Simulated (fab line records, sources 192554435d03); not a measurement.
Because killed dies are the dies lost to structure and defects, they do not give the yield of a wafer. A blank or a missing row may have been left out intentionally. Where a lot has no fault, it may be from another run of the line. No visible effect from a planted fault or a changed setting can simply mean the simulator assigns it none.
Comparing a struck lot with a sound one || flow n5Finfet || 15 steps out of a route of 1938
Sound: the wafers L209.2, L209.4, L209.6. Struck: wafer L201.2; the same lot's L201.1 was not struck, so it is left out; see the end for the cause.
Order at every step that has rows: each side's tool, ch and its chambers, its first start. Under that, the readings that differ: sound wafers || struck wafers || difference of the means || sigmas: that difference in standard deviations of wafers without a fault.
alike: words and numbers the same on both sides, and readings whose means are apart by under 2 such deviations; not compared: readings that were withheld, readings missing a value for some wafer, numbers with overlapping values and no deviation given by the record, and bounds like >300 which may hide the same value.
A row with sigmas, a row that says differs or no value, or rows on one side alone: a step with any of these is where the two part. Numbers that have no deviation but don't overlap get no sigmas and don't part them. A reading missing from all wafers of one side parts the sides only when that side holds two or more wafers.

first, 8 steps without rows for these wafers: N5_PASSIVATION_HMDS_37 (time 60 s); N5_PASSIVATION_COAT_38; N5_PASSIVATION_EBR_40; N5_PASSIVATION_SOFTBAKE_39 (time 120 s); N5_PASSIVATION_EXPOSE_41 (exposes mask PASS OPEN, defocus 0 nm, target cd 40000 nm); N5_PASSIVATION_PEB_42; N5_PASSIVATION_DEVELOP_43 (develop time 60 s); N5_PASSIVATION_HARDBAKE_45 (time 120 s).
N5_PASSIVATION_CD_MEAS_44: target cd 40000 nm.
  sound on cdSem-01 ch 0, day 17 13:40; struck on cdSem-01 ch 0, day 15 03:34
{"reading": "cdNm (nm)", "sound": "40002 39999 40004", "struck": 39987, "difference": -15, "sigmas": -3}
N5_PASSIVATION_OVL_MEAS_66:
  sound on overlay-02 ch 0, day 17 13:42; struck on overlay-01 ch 0, day 15 03:36
{"reading": "PASS_OPEN_OVL (nm)", "sound": "10 16 3", "struck": -5, "difference": -15, "sigmas": -2}
N5_PASSIVATION_INSPECT_67: inspects for defects (macro).
  sound on defectInspect-02, day 17 13:44; struck on defectInspect-01, day 15 03:37
  alike: rawDefectCount
N5_PASSIVATION_DESCUM_46: chemistry O2, time 7.9 s.
  sound on rieDiel-02 ch 0,2,3, day 17 13:50; struck on rieDiel-04 ch 3, day 15 03:45
{"reading": "drypumpMotorCurrentA (A)", "sound": "6.4 5.5 5.9", "struck": 5.1, "difference": -0.8, "sigmas": -2}
  alike: biasPowerW, oesProductAu, rfVppV, showerheadPlenumPTorr, throttleValvePct
  not compared: rfHoursCounterH
N5_PASSIVATION_PASS_ETCH_47: etches SiNx in CF4/O2, target depth 770 nm, time 385 s.
  sound on rieDiel-02 ch 0,2,3, day 17 13:52; struck on rieDiel-04 ch 3, day 15 03:47
{"reading": "drypumpMotorCurrentA (A)", "sound": "6.3 5.5 5.9", "struck": 5.1, "difference": -0.8, "sigmas": -2}
{"reading": "runLengthS (s)", "sound": "408.2 407.6 408.2", "struck": 518.4, "difference": "+110.4", "sigmas": "+99 or more"}
{"reading": "model.etch.depthNm (nm)", "sound": "760.7 745.7 734.4", "struck": 991.5, "difference": "+244.6", "sigmas": ""}
  alike: oesProductAu, rfVppV, showerheadPlenumPTorr, throttleValvePct
  not compared: rfHoursCounterH
N5_PASSIVATION_ETCH_54: etches SiO2 in CHF3/O2, target depth 880 nm, time 440 s.
  sound on rieDiel-02 ch 0,2,3, day 17 14:05; struck on rieDiel-04 ch 3, day 15 04:01
{"reading": "drypumpMotorCurrentA (A)", "sound": "6.3 5.5 5.9", "struck": 5.1, "difference": -0.8, "sigmas": -2}
  alike: oesProductAu, rfVppV, showerheadPlenumPTorr, throttleValvePct
  not compared: rfHoursCounterH
N5_PASSIVATION_PROBE_49:
  the record has rows for the struck wafers here (prober-01, day 15 08:58) and none for the sound ones

WHERE THEY PART
At N5_PASSIVATION_CD_MEAS_44 first; at N5_PASSIVATION_PROBE_49 last (within this record only).

WHY: what the simulator had put in
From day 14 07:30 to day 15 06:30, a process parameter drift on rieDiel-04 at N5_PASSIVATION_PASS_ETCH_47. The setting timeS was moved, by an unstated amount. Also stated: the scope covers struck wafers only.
